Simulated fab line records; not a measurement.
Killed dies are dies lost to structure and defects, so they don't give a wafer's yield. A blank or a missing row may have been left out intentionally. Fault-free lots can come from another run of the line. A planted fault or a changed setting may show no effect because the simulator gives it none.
Matching of chambers / flow nand harc / NHARC_P_GATE_DESCUM_93 on rie diel-10 has 4 sister chambers
The step chemistry O2, time 3 s. 4 wafers are shown with their chamber, then 9 later ones without.

## WAFERS PAIRED WITH THEIR CHAMBERS
wafer=L081.5; chamber=3; showerhead plenum p Torr (Torr)=1.81
wafer=L090.5; chamber=2; showerhead plenum p Torr (Torr)=1.90
wafer=L091.3; chamber=0; showerhead plenum p Torr (Torr)=2.02
wafer=L091.5; chamber=1; showerhead plenum p Torr (Torr)=2.01

## WAFERS WHOSE CHAMBER IS MISSING
wafer=L092.1; showerhead plenum p Torr (Torr)=2.02
wafer=L092.4; showerhead plenum p Torr (Torr)=1.81
wafer=L092.5; showerhead plenum p Torr (Torr)=2.01
wafer=L093.2; showerhead plenum p Torr (Torr)=1.89
wafer=L093.4; showerhead plenum p Torr (Torr)=1.81
wafer=L093.5; showerhead plenum p Torr (Torr)=1.89
wafer=L095.4; showerhead plenum p Torr (Torr)=2.02
wafer=L095.5; showerhead plenum p Torr (Torr)=2.01
wafer=L095.6; showerhead plenum p Torr (Torr)=1.89

## WHICH CHAMBER EACH ONE RAN IN
wafer=L092.1; from the rows above=can't be placed: 0 or 1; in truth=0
wafer=L092.4; from the rows above=3; in truth=3
wafer=L092.5; from the rows above=can't be placed: 1 or 0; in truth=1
wafer=L093.2; from the rows above=2; in truth=2
wafer=L093.4; from the rows above=3; in truth=3
wafer=L093.5; from the rows above=2; in truth=2
wafer=L095.4; from the rows above=can't be placed: 0 or 1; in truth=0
wafer=L095.5; from the rows above=can't be placed: 1 or 0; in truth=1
wafer=L095.6; from the rows above=2; in truth=2
Correct placement for 5 of the 9. Can't be placed from these rows: 4 (the true chamber is among the candidates in 4). Number placed wrongly: 0.
How it was worked out, from the rows above alone: a wafer's distance from a chamber is the root of the sum, over the readings, of the square of ((its reading less the chamber's mean) divided by the reading's scatter). If the next closest chamber is less than 2 further off than the closest, the wafer can't be placed; otherwise it belongs to the closest. For every chamber, the mean is computed from those of its wafers that are shown. The scatter (one wafer shown for each chamber): square how far every hidden wafer sits from the nearest shown wafer, average those squares and take the square root.
